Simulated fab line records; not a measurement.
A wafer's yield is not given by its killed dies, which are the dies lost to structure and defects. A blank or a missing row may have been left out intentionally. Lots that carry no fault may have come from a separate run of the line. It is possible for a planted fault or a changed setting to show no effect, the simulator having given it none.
Chamber matching / flow nandHarc / 4 sister chambers for NHARC_A_BONDPAD_CMP_29 on cmp-03
The step polishes SiCN, target thk 200 nm. 4 wafers are shown with their chamber, then 8 later ones without.

WAFERS PAIRED WITH THEIR CHAMBERS
wafer=L091.1; chamber=0; motorCurrentA (A)=11.6
wafer=L091.2; chamber=1; motorCurrentA (A)=13.5
wafer=L091.3; chamber=3; motorCurrentA (A)=11.8
wafer=L090.1; chamber=2; motorCurrentA (A)=12.9

WAFERS WHOSE CHAMBER IS MISSING
wafer=L090.2; motorCurrentA (A)=11.2
wafer=L090.6; motorCurrentA (A)=13.0
wafer=L093.2; motorCurrentA (A)=13.4
wafer=L093.3; motorCurrentA (A)=13.2
wafer=L093.4; motorCurrentA (A)=11.3
wafer=L097.1; motorCurrentA (A)=12.9
wafer=L097.3; motorCurrentA (A)=11.8
wafer=L097.4; motorCurrentA (A)=11.8

THE CHAMBER EACH PASSED THROUGH
wafer=L090.2; from the rows above=can't be placed: 0 or 3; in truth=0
wafer=L090.6; from the rows above=can't be placed: 2 or 1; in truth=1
wafer=L093.2; from the rows above=can't be placed: 1 or 2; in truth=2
wafer=L093.3; from the rows above=can't be placed: 2 or 1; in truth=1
wafer=L093.4; from the rows above=can't be placed: 0 or 3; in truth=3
wafer=L097.1; from the rows above=2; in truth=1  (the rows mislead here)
wafer=L097.3; from the rows above=can't be placed: 3 or 0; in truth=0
wafer=L097.4; from the rows above=can't be placed: 3 or 0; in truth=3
Correct placement for 0 of the 8. Unplaceable from these rows: 7, with the true chamber sitting among the candidates in 7. Number placed wrongly: 1.
How it was worked out, from the rows above alone: a wafer's distance from a chamber is the root of the sum, over the readings, of the square of ((its reading less the chamber's mean) divided by the reading's scatter). The wafer belongs to the nearest chamber; if the next one is less than 2 further off, it can't be placed. The mean given for a chamber averages the wafers shown for that chamber. The scatter: root of mean squared gap, hidden wafer to nearest shown wafer, with one shown wafer a chamber.
